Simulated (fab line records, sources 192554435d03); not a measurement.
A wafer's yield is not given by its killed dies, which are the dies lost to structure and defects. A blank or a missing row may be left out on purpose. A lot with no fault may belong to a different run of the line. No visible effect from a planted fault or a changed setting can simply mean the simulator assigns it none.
What tool caused it?    flow n5-finfet    66 wafers sampled from 22 lots at 1 step of a route of 1938

## WHAT THE GAUGES READ, wafer by wafer
N5_BEOL_M11_THK_MEAS_53: measures by xrf. Usual: M11_THK 137 nm, standard deviation 3.1.
lot   measured      on             M11_THK (nm)  flag
L074  day 10 23:10  film-metro-02  144 136 144   
L075  day 11 00:22  film-metro-02  135 133 137   
L076  day 11 17:54  film-metro-01  137 134 138   
L078  day 11 20:33  film-metro-02  135 135 139   
L077  day 11 22:34  film-metro-01  140 135 140   
L079  day 12 02:50  film-metro-01  138 135 139   
L080  day 12 10:12  film-metro-02  139 134 135   
L081  day 12 10:29  film-metro-02  136 143 136   
L082  day 12 18:53  film-metro-02  139 132 134   
L083  day 13 10:53  film-metro-02  136 133 141   
L085  day 13 17:52  film-metro-02  135 138 134   
L084  day 13 18:14  film-metro-02  138 140 134   
L086  day 14 01:07  film-metro-02  133 135 132   
L087  day 14 19:14  film-metro-02  135 136 135   
L088  day 14 21:53  film-metro-02  131 135 136   
L089  day 15 03:26  film-metro-01  140 142 141   
L090  day 15 13:46  film-metro-01  143 140 143   
L093  day 16 00:26  film-metro-02  134 132 135   
L091  day 16 01:09  film-metro-02  139 131 133   
L094  day 16 08:05  film-metro-02  139 138 141   
L096  day 16 21:46  film-metro-02  141 140 142   
L097  day 16 22:10  film-metro-02  139 139 138   

## TOOL THAT RAN EACH LOT (tool first, then ch and the chambers of the sampled wafers, then the start)
There is no process step in the record ahead of these readings.

## WHAT THE TOOLS THEMSELVES READ (means of the sampled wafers that have a number; where no wafer has one, the mark that the record gives instead)
The record holds no such reading with a usual standard deviation.

## THE ANSWER, worked out from the rows above alone
Rule: take the mean of a lot's wafers that have a number; if it is more than 3 standard deviations from the usual mean, the lot is off. Also off: a lot with no number at a reading for which 4 or more lots have one. Where the step has rows for the other lots, those lots are counted as sound. Order of review: gauges by route order, followed by the tools' own readings, for which a lot's mean as printed above is used. The first step at which some lot is off is used, and at that step the reading that is off furthest; a lot without a number counts as furthest.
No lot is off on any of the readings shown, so nothing can be concluded from this.

## WHAT THE SIMULATOR HAD PUT IN
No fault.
